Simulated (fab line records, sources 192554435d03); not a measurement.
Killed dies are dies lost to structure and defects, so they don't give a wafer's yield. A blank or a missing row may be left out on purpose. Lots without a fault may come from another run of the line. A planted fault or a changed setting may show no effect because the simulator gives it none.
One fault seen from 3 desks | flow n5_finfet | each desk has only its own numbers; what lay behind them comes last

THE METROLOGY DESK
What the gauges read, lot by lot, whatever tool the lot ran on: means of the sampled wafers that have a number. A lot is out of limits, marked OUT, if its mean lies more than 4 standard deviations from the usual mean; the brackets give that distance. Of its 16 readings 7 are shown: the one that was out of limits first, and those that lie furthest out on some lot.
Columns: A = RS_SD_N at N5_SD_ACTIVATION_RS_MEAS_03, usual 21.9 ohm/sq; B = RS_SD_P at N5_SD_ACTIVATION_RS_MEAS_03, usual 56.0 ohm/sq; C = RC_DENSE_N at N5_BEOL_M4_RC_MEAS_101, usual 18.5 ohm.um; D = RC_N at N5_BEOL_M4_RC_MEAS_101, usual 15.1 ohm.um; E = REXT_N at N5_BEOL_M4_RC_MEAS_101, usual 74.9 ohm.um; F = RS_SD_N at N5_BEOL_M4_RC_MEAS_101, usual 28.4 ohm/sq; G = VT_P at N5_BEOL_M4_RC_MEAS_101, usual -250 mV
lot  | first seen here | A              | B    | C               | D               | E               | F              | G
L537 | day 4 12:05     | 21.7           | 55.8 | 18.2            | 14.8            | 73.5            | 28.0           | -249
L538 | day 4 16:21     | 21.4           | 55.3 | 19.1            | 15.5            | 74.8            | 27.8           | -247
L539 | day 4 23:25     | 21.6           | 56.8 | 18.4            | 15.0            | 73.7            | 27.7           | -252
L540 | day 5 03:27     | 22.4           | 55.5 | 18.8            | 15.3            | 75.3            | 28.7           | -250
L541 | day 5 10:58     | 21.4           | 55.3 | 18.2            | 14.9            | 73.0            | 27.6           | -251
L543 | day 5 21:39     | 21.6           | 56.0 | 18.0            | 14.8            | 76.3            | 28.1           | -251
L550 | day 7 16:26     | 27.0 (+17) OUT | 58.7 | 22.4 (+7.9) OUT | 18.4 (+8.2) OUT | 82.5 (+4.2) OUT | 34.1 (+14) OUT | -250
L552 | day 8 01:52     | 26.8 (+16) OUT | 56.5 | 22.7 (+8.5) OUT | 18.6 (+8.8) OUT | 86.1 (+6.2) OUT | 33.7 (+13) OUT | -242
L556 | day 9 03:32     | 22.2           | 56.1 | 18.7            | 15.2            | 74.4            | 28.6           | -248
This desk's finding: out of limits on L550, L552; first on L550, day 7 16:26 (RS_SD_N at N5_SD_ACTIVATION_RS_MEAS_03). In limits: L537, L538, L539, L540, L541, L543, L556.

THE DEFECT DESK
What the inspections along the route counted, lot by lot: means of the sampled wafers that have a number. A lot is out of limits, marked OUT, if its mean lies more than 4 standard deviations from the usual mean; the brackets give that distance.
Columns: A = raw_defect_count at N5_SD_ACTIVATION_INSPECT_02, usual 188
lot  | first seen here | A
L537 | day 4 12:25     | 176
L538 | day 4 16:38     | 217
L539 | day 4 23:44     | 183
L540 | day 5 03:46     | 144
L541 | day 5 11:17     | 143
L543 | day 5 21:58     | 160
L550 | day 7 16:45     | 178
L552 | day 8 02:11     | 186
L556 | day 9 03:50     | 175
This desk's finding: nothing out of limits on any of the 9 lots.

THE TOOL OWNER'S DESK: laser_anneal-02
The tool's own readings at N5_SD_ACTIVATION_LSA_01 (time 0.0008 s): means of the sampled wafers that have a number, for each lot that ran on this tool. A lot is out of limits, marked OUT, if its mean lies more than 4 standard deviations from the usual mean; the brackets give that distance.
Columns: A = wafer_temp_C_max at N5_SD_ACTIVATION_LSA_01, usual 1084.9
lot  | first seen here | A
L537 | day 4 11:53     | 1086.0
L539 | day 4 23:12     | 1085.5
L541 | day 5 10:46     | 1085.4
L543 | day 5 21:26     | 1085.3
L550 | day 7 16:14     | 1034.1 (-63) OUT
L552 | day 8 01:40     | 1034.3 (-63) OUT
This desk's finding: out of limits on L550, L552; first on L550, day 7 16:14 (wafer_temp_C_max at N5_SD_ACTIVATION_LSA_01). In limits: L537, L539, L541, L543.

PUT TOGETHER
The tool owner's desk could have raised an alarm at day 7 16:14, on L550, L552.
The metrology desk could have raised an alarm at day 7 16:26, on L550, L552.
The defect desk saw nothing out of limits.
The defect desk has L550, L552 on record, within its limits.
Of the lots named, all ran N5_SD_ACTIVATION_LSA_01 on laser_anneal-02.

WHAT THE SIMULATOR HAD PUT IN
Process parameter drift: laser_anneal-02, from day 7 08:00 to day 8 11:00, at N5_SD_ACTIVATION_LSA_01. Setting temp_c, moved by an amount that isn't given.
Lots struck among those shown: L550, L552.
Hours from the fault's start to each desk's first reading out of limits: the tool owner's desk, 8; the metrology desk, 8.
